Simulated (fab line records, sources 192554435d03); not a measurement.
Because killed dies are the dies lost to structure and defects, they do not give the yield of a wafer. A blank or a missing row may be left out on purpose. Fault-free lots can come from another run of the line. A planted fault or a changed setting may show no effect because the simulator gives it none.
Split-lot study | flow n5-finfet | on a route of 1938 steps: 7 lots, 21 wafers read

== THE SPLIT ITSELF ==
At N5_DUMMY_GATE_PECVD_30 (deposits SiO2 from TEOS/O2, target thk 55 nm, time 10.8 s), the setting time-s was moved away from the recipe's 10.8 s on 11 of the 21 wafers read, by -11.1% to +13.1%. All remaining wafers had this setting at the recipe value.

== FROM THE SPLIT TO THE READING: what the file shows between them, 8 steps ==
- N5_DUMMY_GATE_COAT_09: resist thk 30 nm (also split here: spin-rpm)
- N5_DUMMY_GATE_EBR_11
- N5_DUMMY_GATE_SOFTBAKE_10: time 60 s
- N5_DUMMY_GATE_EXPOSE_12: exposes mask GATE, target cd 25 nm
- N5_DUMMY_GATE_PEB_13: peb time 60 s
- N5_DUMMY_GATE_DEVELOP_14: develop time 30 s
- N5_DUMMY_GATE_STRIP_41: strips in O2
- N5_DUMMY_GATE_HM_OPEN_21: chemistry CH3F/O2, target SiNx, target depth 120 nm, time 171.4 s

== THE READING ==
SiO2_of_DUMMY_GATE_PECVD_30.thk-nm (the simulator's own value, which no gauge read), in nm, at N5_DUMMY_GATE_ETCH_32 (etches SiO2 in CF4, target depth 3.5 nm, time 3.9 s). The file does not state a usual value for it. Here, 10 wafers ran the recipe; their average is 41.6 nm with a standard deviation of 0.72 nm.

wafer  | tool, chamber at the split | time-s as run, s | against the recipe | SiO2_of_DUMMY_GATE_PECVD_30.thk-nm, nm | against lot-mates on the recipe
L074.1 | pecvd-01, 0                | 10.03            | -7.1%              | 37.4                                   | no lot-mate on the recipe
L074.4 | pecvd-01, 1                | 10.03            | -7.1%              | 37.2                                   | no lot-mate on the recipe
L074.5 | pecvd-01, 1                | 10.03            | -7.1%              | 37.8                                   | no lot-mate on the recipe
L077.1 | pecvd-02, 1                | 10.1             | -6.5%              | 37.4                                   | -4.8
L077.3 | pecvd-02, 0                | 10.8             | recipe             | 42.2                                   | -
L077.5 | pecvd-02, 2                | 10.1             | -6.5%              | 39.4                                   | -2.8
L079.2 | pecvd-01, 1                | 10.8             | recipe             | 40.6                                   | -
L079.4 | pecvd-01, 1                | 10.8             | recipe             | 42                                     | -
L079.6 | pecvd-01, 1                | 10.8             | recipe             | 42.2                                   | -
L080.2 | pecvd-04, 0                | 11.3             | +4.6%              | 44.2                                   | +1.8
L080.4 | pecvd-04, 1                | 10.8             | recipe             | 42.2                                   | -
L080.5 | pecvd-04, 0                | 10.8             | recipe             | 42.6                                   | -
L083.1 | pecvd-04, 2                | 10.8             | recipe             | 41                                     | -
L083.4 | pecvd-04, 1                | 9.606            | -11.1%             | 35.6                                   | -5.4
L083.6 | pecvd-04, 2                | 9.606            | -11.1%             | 35.8                                   | -5.2
L094.1 | pecvd-02, 2                | 12.22            | +13.1%             | 47.6                                   | +6.7
L094.3 | pecvd-02, 1                | 10.8             | recipe             | 40.4                                   | -
L094.6 | pecvd-02, 2                | 10.8             | recipe             | 41.4                                   | -
L095.2 | pecvd-01, 2                | 10.29            | -4.7%              | 38.2                                   | -3.0
L095.3 | pecvd-01, 1                | 10.29            | -4.7%              | 38                                     | -3.2
L095.5 | pecvd-01, 1                | 10.8             | recipe             | 41.2                                   | -

THE FIT
A straight line over all 21 wafers: SiO2_of_DUMMY_GATE_PECVD_30.thk-nm changes by +0.521 nm for each +1% of time-s; r = +0.97; the points scatter about the line by 0.73 nm.
The same after taking each lot's own level away (the mean of its wafers on the recipe; 18 wafers): +0.509 nm for each +1%; r = +0.98; scatter 0.6 nm.
On that fit, the largest move of time-s shifts the reading by 6.7 nm.
Measured against the standard deviation above, the lots' own levels, which go from 40.90 to 42.40 nm, span 2.1 times it.
So the lot-to-lot level changes the slope little: the two slopes agree.
Check: +6.45 nm against its lot-mates is what the line predicts for one of the wafers moved furthest among these (+13.1%) when that wafer is left out of the fit. Against them it came out at +6.7 nm.

== ADDITIONAL SPLITS CARRIED BY THESE WAFERS ==
Before the reading, these wafers also passed through other splits. Each is held against what the fit with the lots' levels taken away leaves over:
other split on the same wafers    | wafers away from the commonest value | r with SiO2_of_DUMMY_GATE_PECVD_30.thk-nm (lot level and that fit taken away)
N5_ZERO_LAYER_ETCH_18 icp-w       | 8                                    | +0.03
N5_WELL_APT_COAT_02 spin-rpm      | 10                                   | +0.11
N5_WELL_APT_EXPOSE_05 dose-mj     | 3                                    | -0.03
N5_FIN_SAQP_SPACER1_ALD_24 temp-c | 6                                    | +0.22
N5_FIN_SAQP_ETCH_34 source-w      | 6                                    | +0.25
N5_FIN_CUT_COAT_19 spin-rpm       | 7                                    | +0.47
N5_DUMMY_GATE_COAT_09 spin-rpm    | 3                                    | +0.02

== THE WHOLE CHAIN: every reading that the file lists as answering this split, in the file's order ==
step                   | what it does                                              | reading                                                                             | change (the file's fit)               | r (the file's)
N5_DUMMY_GATE_PECVD_30 | deposits SiO2 from TEOS/O2, target thk 55 nm, time 10.8 s | SiO2_of_DUMMY_GATE_PECVD_30.thk-nm (the simulator's own value, which no gauge read) | +0.497 nm for each +1% of the setting | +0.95
N5_DUMMY_GATE_ETCH_32  | etches SiO2 in CF4, target depth 3.5 nm, time 3.9 s       | SiO2_of_DUMMY_GATE_PECVD_30.thk-nm (the simulator's own value, which no gauge read) | +0.51 nm for each +1% of the setting  | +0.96

== THE FILE'S OWN FIT ==
SiO2_of_DUMMY_GATE_PECVD_30.thk-nm changes by +0.51 nm for each +1% of time-s, r = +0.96.
